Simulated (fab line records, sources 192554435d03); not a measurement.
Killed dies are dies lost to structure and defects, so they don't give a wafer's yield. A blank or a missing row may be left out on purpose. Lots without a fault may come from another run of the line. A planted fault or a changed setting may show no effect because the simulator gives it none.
fab line records | flow n5_finfet | part 2 of 2: steps 4 to 6 of 6
record lots=18 wafers=54 last_day=18
route steps=1938 shown GATE_CUT@492 MOL_CONTACT_COAG@529
lots that met no fault: from a run of the same line without faults
start_h: hours from the record's first day to the start of the lot's first wafer shown | wait_h: hours since the lot's step before | " the same as in the row above | L1.1+2: a row that stands for several wafers | - no value, or no start given | * or withheld: withheld | < > ~ a bound
route shown NAME@n: a module of which the file shows steps, and the number in the route of the first | usual: mean/standard deviation of fault-free wafers | same: alike in all rows | chamber/n: place in a boat | sites: the reading at each site | _std_site: their standard deviation | _edge_site: outer sites' mean less inner sites' | radius_mm: how far each site lies from the wafer's centre | mask NAME#n: copy n | behind: the tool/chamber that last shaped the wafer | hold: why the lot was held/for how many hours/how that ended | device: the transistor (n, p or np) that didn't switch | end of line: the same wafers' tests at the end of the route | a step without rows: its recipe alone | killed: dies lost to structure and defects at the first sort, not the wafer's yield | map: a wafer's dies, x killed, . not, _ none there
set.NAME: the setting as run; set.NAME@STEP: as run at that earlier step | model.NAME: the simulator's own value behind a step, which no gauge read
steps of the route over a sample of lots; a table a step, a row a wafer
services: from which hour (start_h, from the record's first day; less than 0 if before it) a tool's chamber was out of use, for how many hours, and why
## steps
# step N5_GATE_CUT_ETCH_47
# recipe chemistry=Cl2/BCl3 target=SiO2 target_depth_a=100 pressure_mtorr=10 icp_w=1000 bias_w=126 Cl2_flow_sccm=53.25 bcl3_flow_sccm=21.75 Ar_flow_sccm=25
# usual drypump_motor_current_A=5.92/0.21 mfc_ar_sccm=25.01/0.076 oes_product_au=0.77/0.11 throttle_valve_pct=22.67/0.14
# columns lot.wafer tool chamber start_h wait_h drypump_motor_current_A mfc_ar_sccm oes_product_au rf_hours_counter_h throttle_valve_pct
L074.4 rie_metal-01 0 89.48 0.0 5.81 24.98 0.64 - 22.74
L074.5 " 1 " " 6.20 25.05 0.71 - 22.77
L074.6 " 0 " " 5.84 24.87 0.64 - 22.74
L076.2 rie_metal-03 0 95.38 0.0 6.02 25.05 0.60 133 22.79
L076.3 " 0 " " 6.02 25.06 0.60 - 22.79
L076.6 " 1 " " 5.75 25.03 0.90 - 22.47
L077.1 rie_metal-01 0 104.33 0.0 5.82 24.93 0.64 113 22.74
L077.2 " 1 " " 6.22 24.89 0.71 76 22.75
L077.4 " 0 " " 5.80 25.01 0.64 - 22.76
L079.1 rie_metal-03 0 115.60 0.0 6.00 25.10 0.60 135 22.80
L079.4 " 0 " " 6.02 25.10 0.60 - 22.79
L079.5 " 0 " " 5.99 24.95 0.59 - 22.79
L080.2 rie_metal-03 1 119.31 0.0 5.73 25.04 0.89 11 22.47
L080.4 " 0 " " 5.99 25.05 0.60 - 22.80
L080.5 " 1 " " 5.73 25.10 0.89 - 22.47
L082.2 rie_metal-01 0 140.60 0.0 5.79 24.97 0.64 117 22.76
L082.3 " 0 " " 5.79 25.01 0.64 - 22.75
L082.6 " 0 " " 5.82 25.00 0.63 - 22.74
L083.3 rie_metal-02 1 149.68 0.0 6.16 25.00 0.77 - 22.59
L083.4 " 0 " " 5.66 25.02 0.83 - 22.86
L083.5 " 0 " " 5.69 25.13 0.83 - 22.84
L085.3 rie_metal-03 0 156.20 0.0 6.01 25.02 0.59 - 22.78
L085.5 " 0 " " 5.99 25.00 0.59 - 22.79
L085.6 " 1 " " 5.74 25.02 0.88 - 22.46
L086.1 rie_metal-03 0 160.95 0.0 6.01 24.88 0.59 137 22.79
L086.3 " 1 " " 5.74 25.00 0.88 - 22.47
L086.5 " 0 " " 6.02 24.95 0.59 - 22.79
L089.1 rie_metal-03 1 177.44 0.1 5.74 24.94 0.87 15 22.47
L089.2 " 1 " " 5.75 25.03 0.87 - 22.47
L089.4 " 1 " " 5.76 24.97 0.87 - 22.47
L090.3 rie_metal-02 1 178.98 0.0 6.20 25.12 0.76 - 22.59
L090.4 " 0 " " 5.65 25.04 0.82 - 22.86
L090.5 " 0 " " 5.64 25.10 0.81 - 22.87
L091.1 rie_metal-03 1 189.04 0.1 5.76 24.89 0.86 17 22.48
L091.3 " 1 " " 5.74 24.96 0.87 - 22.49
L091.6 " 1 " " 5.76 24.87 0.86 - 22.47
L092.3 rie_metal-03 1 200.47 0.0 5.77 25.06 0.85 - 22.47
L092.4 " 0 " " 6.03 25.01 0.98 - 22.68
L092.5 " 0 " " 6.00 25.04 1.00 - 22.66
L093.1 rie_metal-02 0 210.63 0.0 5.68 24.97 0.81 31 22.84
L093.4 " 1 " " 6.16 25.06 0.76 - 22.59
L093.6 " 1 " " 6.16 25.02 0.76 - 22.62
L094.1 rie_metal-02 0 212.81 0.0 5.65 25.02 0.81 32 22.86
L094.5 " 0 " " 5.65 24.89 0.80 - 22.87
L094.6 " 1 " " 6.13 25.09 0.75 - 22.60
L095.3 rie_metal-01 1 215.44 0.0 6.22 25.16 0.69 - 22.77
L095.4 " 0 " " 5.80 24.99 0.63 - 22.76
L095.5 " 0 " " 5.81 24.90 0.63 - 22.77
L096.1 rie_metal-03 0 218.32 0.0 5.98 24.95 0.96 2 22.69
L096.3 " 1 " " 5.76 25.09 0.85 - 22.48
L096.6 " 0 " " 5.99 25.00 0.95 - 22.69
L097.1 rie_metal-02 0 224.46 0.0 5.66 24.97 0.80 33 22.86
L097.2 " 1 " " 6.12 25.04 0.75 56 22.59
L097.4 " 1 " " 6.16 25.02 0.75 - 22.61
# step N5_GATE_CUT_CMP_23
# recipe stop_on=SiO2 t_overpolish_s=23.4 post_cmp_clean=alkaline_brush down_force_psi=2.5 platen_rpm=51.8 pad_velocity_m_s=1.0307 target_thk_nm=16
# usual motor_current_A=9.2/0.83 overpolish_run_s=23.400/0.0091 time_to_endpoint_s=19.8/2.7
# columns lot.wafer tool chamber start_h wait_h motor_current_A overpolish_run_s time_to_endpoint_s
L074.4 cmp-03 1 91.30 0.8 9.7 23.403 19.7
L074.5 " 0 " " 9.3 23.408 18.5
L074.6 " 1 " " 9.2 23.387 20.4
L076.2 cmp-02 2 97.49 0.8 8.3 23.407 17.5
L076.3 " 3 " " 9.3 23.398 20.2
L076.6 " 3 " " 9.0 23.406 19.1
L077.2 cmp-02 3 106.11 0.8 9.0 23.411 18.4
L077.4 " 0 " " 8.6 23.408 20.0
L077.1 " 1 " " 8.3 23.390 18.5
L079.4 cmp-02 2 117.39 0.8 8.5 23.389 14.9
L079.1 " 1 " " 8.1 23.402 19.7
L079.5 " 2 " " 8.3 23.391 18.1
L080.2 cmp-03 3 121.09 0.8 10.3 23.401 22.7
L080.4 " 0 " " 9.4 23.393 19.7
L080.5 " 3 " " 9.9 23.403 22.9
L082.2 cmp-01 0 142.48 0.8 10.4 23.410 24.3
L082.3 " 3 " " 10.6 23.398 21.4
L082.6 " 1 " " 7.6 23.417 20.3
L083.4 cmp-02 0 151.61 0.8 8.4 23.387 16.9
L083.3 " 3 " " 9.5 23.392 15.0
L083.5 " 1 " " 9.1 23.395 19.2
L085.3 cmp-03 2 158.08 0.9 8.5 23.387 14.3
L085.6 " 3 " " 10.3 23.413 19.1
L085.5 " 0 " " 10.1 23.404 16.2
L086.3 cmp-03 2 162.81 0.8 8.6 23.395 18.7
L086.1 " 3 " " 10.7 23.399 24.1
L086.5 " 1 " " 9.1 23.404 24.1
L089.1 cmp-03 0 179.35 0.8 10.2 23.387 20.7
L089.2 " 1 " " 9.8 23.405 19.9
L089.4 " 2 " " 8.3 23.391 17.7
L090.4 cmp-01 2 181.55 0.8 9.1 23.402 19.9
L090.3 " 1 " " 7.6 23.385 21.9
L090.5 " 2 " " 8.9 23.405 15.4
L091.3 cmp-01 1 191.03 0.8 7.8 23.394 17.9
L091.1 " 2 " " 8.5 23.398 18.7
L091.6 " 1 " " 7.6 23.413 20.1
L092.3 cmp-03 2 202.25 0.8 8.6 23.385 14.1
L092.4 " 0 " " 10.3 23.405 16.7
L092.5 " 3 " " 10.3 23.388 18.9
L093.1 cmp-01 2 212.58 0.9 8.6 23.410 20.2
L093.4 " 0 " " 9.9 23.400 25.4
L093.6 " 3 " " 9.8 23.415 23.4
L094.1 cmp-01 3 215.58 0.9 10.5 23.396 21.0
L094.5 " 0 " " 9.9 23.407 22.3
L094.6 " 1 " " 7.3 23.395 18.5
L095.4 cmp-03 3 217.21 0.8 9.5 23.392 19.9
L095.3 " 2 " " 8.5 23.388 13.8
L095.5 " 0 " " 10.1 23.396 14.9
L096.3 cmp-01 1 220.11 0.8 7.6 23.404 21.5
L096.1 " 2 " " 8.9 23.381 16.8
L096.6 " 1 " " 7.4 23.387 20.4
L097.2 cmp-02 2 226.25 0.8 8.8 23.378 19.0
L097.4 " 3 " " 9.0 23.406 18.8
L097.1 " 1 " " 8.7 23.397 21.3
# step N5_MOL_CONTACT_COAG_DESCUM_13
# recipe chemistry=O2 time_s=7 source_power_w=50 bias_power_w=20 pressure_mtorr=20 rf_frequency_hz=2.712e+07 temp_c=40 resist=CAR-EUV o2_flow_sccm=225
# usual bias_power_w=20.00/0.059 drypump_motor_current_A=5.8/0.5 oes_product_au=0.78/0.08 rf_vpp_V=244.0/1.2 showerhead_plenum_p_Torr=2.15/0.059 throttle_valve_pct=20.36/0.17
# columns lot.wafer tool chamber start_h wait_h bias_power_w drypump_motor_current_A oes_product_au rf_hours_counter_h rf_vpp_V showerhead_plenum_p_Torr throttle_valve_pct
L074.4 rie_diel-05 1 93.26 0.4 20.00 6.0 0.72 168 245.4 2.19 20.53
L074.5 " 2 " " 19.98 5.9 0.75 - 245.5 2.19 20.26
L074.6 " 1 " " 19.98 6.1 0.73 - 242.5 2.19 20.54
L076.2 rie_diel-05 0 99.08 0.0 20.03 5.6 0.79 134 246.6 2.20 20.40
L076.3 " 3 " " 19.93 6.1 0.73 171 244.6 2.19 20.53
L076.6 " 3 " " 19.99 6.1 0.74 - 245.8 2.19 20.52
L077.1 rie_diel-05 1 107.72 0.1 20.00 6.1 0.71 171 243.6 2.18 20.53
L077.2 " 3 " " 20.03 6.1 0.73 174 245.1 2.19 20.54
L077.4 " 0 " " 20.05 5.6 0.79 137 244.4 2.20 20.41
L079.1 rie_diel-01 3 119.18 0.2 19.88 5.7 0.90 22 243.5 2.13 20.59
L079.4 " 2 " " 20.03 5.8 0.70 226 242.3 2.14 20.12
L079.5 " 3 " " 19.96 5.7 0.90 - 242.3 2.13 20.58
L080.2 rie_diel-05 2 124.04 1.5 20.03 5.9 0.75 192 243.6 2.19 20.27
L080.4 " 1 " " 20.05 6.1 0.71 177 245.0 2.18 20.56
L080.5 " 0 " " 19.98 5.5 0.78 - 244.1 2.20 20.44
L082.2 rie_diel-05 2 144.04 0.1 20.03 5.9 0.74 201 243.2 2.18 20.29
L082.3 " 1 " " 19.98 6.1 0.71 187 243.7 2.18 20.55
L082.6 " 0 " " 20.01 5.6 0.77 - 246.0 2.19 20.45
L083.3 rie_diel-04 3 153.20 0.0 19.84 4.9 0.84 79 243.7 2.01 20.37
L083.4 " 0 " " 20.12 6.7 0.88 - 245.4 2.22 20.12
L083.5 " 3 " " 19.95 4.9 0.84 - 241.7 2.01 20.35
L085.3 rie_diel-04 2 159.70 0.2 19.97 5.0 0.95 9 243.7 2.14 20.38
L085.5 " 2 " " 20.05 5.0 0.95 - 244.6 2.14 20.38
L085.6 " 0 " " 20.06 6.6 0.87 - 244.6 2.22 20.12
L086.1 rie_diel-01 1 164.62 0.4 20.04 6.1 0.77 132 243.6 2.20 20.34
L086.3 " 0 " " 20.01 5.5 0.68 237 243.4 2.13 20.35
L086.5 " 1 " " 19.98 6.0 0.78 - 245.3 2.20 20.35
L089.1 rie_diel-01 0 181.14 0.4 20.02 5.5 0.67 243 242.2 2.13 20.37
L089.2 " 3 " " 20.00 5.8 0.88 40 242.6 2.12 20.60
L089.4 " 2 " " 20.05 5.8 0.69 - 242.6 2.13 20.15
L090.3 rie_diel-05 2 183.01 0.0 20.05 5.9 0.72 215 244.7 2.18 20.31
L090.4 " 0 " " 20.04 5.6 0.76 164 244.2 2.19 20.47
L090.5 " 0 " " 20.01 5.6 0.76 - 244.6 2.19 20.46
L091.1 rie_diel-01 3 192.99 0.5 20.07 5.7 0.88 43 244.4 2.12 20.60
L091.3 " 2 " " 20.02 5.9 0.69 247 242.8 2.13 20.16
L091.6 " 1 " " 19.97 6.1 0.78 - 244.4 2.19 20.33
L092.3 rie_diel-04 1 203.95 0.1 20.10 5.6 0.78 128 243.1 2.10 20.21
L092.4 " 2 " " 20.12 5.0 0.91 26 244.5 2.13 20.41
L092.5 " 0 " " 20.07 6.7 0.86 - 244.5 2.21 20.15
L093.1 rie_diel-05 0 214.03 0.0 20.01 5.5 0.76 176 243.4 2.19 20.48
L093.4 " 3 " " 19.96 6.1 0.70 211 243.9 2.18 20.60
L093.6 " 1 " " 19.99 6.1 0.69 - 244.8 2.17 20.61
L094.1 rie_diel-04 3 217.05 0.0 19.99 4.9 0.82 104 241.3 2.00 20.41
L094.5 " 0 " " 19.96 6.7 0.84 - 245.1 2.21 20.16
L094.6 " 1 " " 20.05 5.7 0.77 - 242.7 2.09 20.23
L095.3 rie_diel-04 1 218.80 0.0 20.01 5.6 0.77 134 243.0 2.09 20.24
L095.4 " 2 " " 19.96 5.0 0.89 33 245.1 2.13 20.42
L095.5 " 2 " " 19.99 5.0 0.90 - 244.2 2.13 20.43
L096.1 rie_diel-05 3 221.57 0.0 20.07 6.1 0.69 213 244.0 2.18 20.61
L096.3 " 2 " " 19.96 5.9 0.72 225 243.2 2.17 20.34
L096.6 " 2 " " 19.93 5.9 0.72 - 245.5 2.17 20.33
L097.1 rie_diel-01 2 228.35 0.6 20.00 5.9 0.98 6 245.8 2.13 19.84
L097.2 " 1 " " 20.06 6.0 0.76 156 244.7 2.19 20.37
L097.4 " 2 " " 20.19 5.8 0.98 - 243.7 2.13 19.83
## services
# columns tool chamber start_h hours kind
rie_diel-03 - 70.55 0.5 repair
rie_diel-03 - 75.57 0.7 repair
rie_metal-02 0 86.67 20.2 repair
rie_diel-01 2 92.18 1.8 repair
rie_diel-02 - 93.02 4.3 pm
rie_diel-05 1 94.47 6.9 repair
cmp-03 - 95.85 0.9 repair
cmp-03 - 98.56 4.0 pm
cmp-01 - 100.57 0.2 repair
cmp-01 - 110.91 0.3 repair
rie_diel-04 - 119.05 14.6 pm
rie_diel-01 - 122.14 14.6 pm
rie_diel-06 3 122.88 4.4 repair
cmp-02 - 132.15 1.1 repair
rie_diel-05 3 143.24 5.5 repair
rie_metal-03 0 148.73 3.7 repair
rie_diel-05 - 156.81 0.4 repair
rie_diel-04 1 158.29 13.6 repair
rie_diel-01 1 172.75 9.3 repair
cmp-01 - 176.62 2.9 repair
rie_diel-05 2 195.63 4.7 repair
rie_diel-06 2 205.55 5.7 repair
cmp-03 - 223.70 0.5 repair
cmp-03 - 228.34 5.3 pm
